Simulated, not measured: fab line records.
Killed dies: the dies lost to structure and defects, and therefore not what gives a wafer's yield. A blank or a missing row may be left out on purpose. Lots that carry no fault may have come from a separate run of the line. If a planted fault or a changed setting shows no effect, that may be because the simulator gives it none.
Split-lot experiment | flow n5Finfet | 7 lots, 21 wafers read, on a route of 1938 steps

== SPLIT DETAILS ==
At N5_PASSIVATION_PASS_ETCH_47 (etches SiNx in CF4/O2, target depth 770 nm, time 385 s), the setting sourceW was moved away from the recipe's 535 W on 7 of the 21 wafers read, by -14.5% to +5.7%. The other wafers ran this setting at the recipe's value.

The reading comes from the split's own step.

== THE READING ==
rfVppV, in V, at N5_PASSIVATION_PASS_ETCH_47 (etches SiNx in CF4/O2, target depth 770 nm, time 385 s). Typical for fault-free wafers on this fab line: 241.5 V, with standard deviation 2.8 V.

wafer  | tool, chamber at the split | sourceW as run, W | against the recipe | rfVppV, V | against lot-mates on the recipe
L078.1 | rieDiel-03, 0              | 478.7             | -10.5%             | 259.3     | +18.1
L078.3 | rieDiel-03, 1              | 535               | recipe             | 241.2     | -
L078.6 | rieDiel-03, 2              | 478.7             | -10.5%             | 255.6     | +14.4
L083.1 | rieDiel-02, 3              | 535               | recipe             | 244.8     | -
L083.2 | rieDiel-02, 2              | 535               | recipe             | 243.1     | -
L083.6 | rieDiel-02, 3              | 535               | recipe             | 245.5     | -
L089.1 | rieDiel-03, 3              | 565.7             | +5.7%              | 230.3     | -11.3
L089.3 | rieDiel-03, 0              | 565.7             | +5.7%              | 236.5     | -5.1
L089.5 | rieDiel-03, 2              | 535               | recipe             | 241.6     | -
L088.4 | rieDiel-02, 3              | 486.8             | -9.0%              | 257.8     | +18.9
L088.5 | rieDiel-02, 2              | 486.8             | -9.0%              | 256.7     | +17.8
L088.6 | rieDiel-02, 1              | 535               | recipe             | 238.9     | -
L093.1 | rieDiel-02, 0              | 535               | recipe             | 246.1     | -
L093.3 | rieDiel-02, 2              | 535               | recipe             | 244.7     | -
L093.6 | rieDiel-02, 1              | 535               | recipe             | 238.1     | -
L094.1 | rieDiel-05, 3              | 535               | recipe             | 242.7     | -
L094.2 | rieDiel-05, 2              | 535               | recipe             | 240.8     | -
L094.5 | rieDiel-05, 3              | 535               | recipe             | 242.3     | -
L096.1 | rieDiel-05, 3              | 457.6             | -14.5%             | 261.9     | +21.7
L096.2 | rieDiel-05, 0              | 535               | recipe             | 242.8     | -
L096.5 | rieDiel-05, 1              | 535               | recipe             | 237.5     | -

FIT RESULTS
A straight line over all 21 wafers: rfVppV changes by -1.49 V for each +1% of sourceW; r = -0.95; the points scatter about the line by 2.6 V.
The same after taking each lot's own level away (the mean of its wafers on the recipe; 21 wafers): -1.62 V for each +1%; r = -0.96; scatter 2.5 V.
On that fit, the largest move of sourceW shifts the reading by 23 V.
The lots' own levels span 238.90 to 244.47 V, that is 2.0 times the standard deviation above.
Consequently the slope shifts little with the lot-to-lot level, the two slopes agreeing.
Check: +24.7 V against its lot-mates is what the line predicts for one of the wafers moved furthest among these (-14.5%) when that wafer is left out of the fit. Against them it came out at +21.7 V.
Tool readings at the split's step, against how far the setting was moved: rfVppV r = -0.95.

== OTHER SPLITS APPLIED TO THESE WAFERS ==
Before the reading, these wafers also passed through other splits. Each is held against what the fit with the lots' levels taken away leaves over:
other split on the same wafers           | wafers away from the commonest value | r with rfVppV (lot level and that fit taken away)
N5_MIM_BOT_LITHO_DEVELOP_07 developTimeS | 6                                    | +0.07
N5_MIM_BOT_ETCH_ETCH_04 timeS            | 8                                    | -0.15
N5_PASSIVATION_EXPOSE_41 doseMj          | 8                                    | +0.36

== THE WHOLE CHAIN: every reading that the file lists as answering this split, in the file's order ==
step                        | what it does                                           | reading                                                       | change (the file's fit)              | r (the file's)
N5_PASSIVATION_PASS_ETCH_47 | etches SiNx in CF4/O2, target depth 770 nm, time 385 s | rfVppV                                                        | -1.61 V for each +1% of the setting  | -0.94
N5_PASSIVATION_PASS_ETCH_47 | etches SiNx in CF4/O2, target depth 770 nm, time 385 s | etch.depthNm (the simulator's own value, which no gauge read) | +5.25 nm for each +1% of the setting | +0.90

== FILE'S OWN FIT ==
rfVppV changes by -1.61 V for each +1% of sourceW, r = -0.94.
